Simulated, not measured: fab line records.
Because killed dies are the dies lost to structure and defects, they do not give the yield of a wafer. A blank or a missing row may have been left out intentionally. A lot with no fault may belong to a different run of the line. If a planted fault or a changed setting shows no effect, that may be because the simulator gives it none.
Chamber matching    flow n5-finfet    N5_GATE_CUT_CMP_02 on cmp-01 has 4 sister chambers
The step polishes, stops on SiO2, t overpolish 12.7 s, target thk 0 nm. 4 wafers are shown with their chamber, then 10 later ones without.

WAFERS WITH THEIR CHAMBER
wafer   chamber  motor-current-A (A)
L081.5  0        10.2
L086.5  2        7.8
L087.1  1        9.1
L087.2  3        8.2

WAFERS WHOSE CHAMBER IS MISSING
wafer   motor-current-A (A)
L087.3  7.7
L092.1  11.2
L092.2  9.1
L092.3  7.7
L094.2  10.9
L094.3  8.6
L094.5  7.7
L095.1  8.1
L095.3  11.2
L095.6  8.8

WHICH CHAMBER EACH WENT THROUGH
wafer   from the rows above           in truth
L087.3  can't be placed: 2 or 3       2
L092.1  0                             0
L092.2  can't be placed: 1 or 3       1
L092.3  can't be placed: 2 or 3       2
L094.2  0                             0
L094.3  can't be placed: 3 or 1 or 2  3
L094.5  can't be placed: 2 or 3       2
L095.1  can't be placed: 3 or 2 or 1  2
L095.3  0                             0
L095.6  can't be placed: 1 or 3 or 2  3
3 of 10 placed correctly. Unplaceable from these rows: 7, with the true chamber sitting among the candidates in 7. Wrongly placed: 0.
How it was worked out, from the rows above alone: a wafer's distance from a chamber is the root of the sum, over the readings, of the square of ((its reading less the chamber's mean) divided by the reading's scatter). If the next closest chamber is less than 2 further off than the closest, the wafer can't be placed; otherwise it belongs to the closest. The mean given for a chamber averages the wafers shown for that chamber. The scatter (one wafer shown for each chamber): square how far every hidden wafer sits from the nearest shown wafer, average those squares and take the square root.
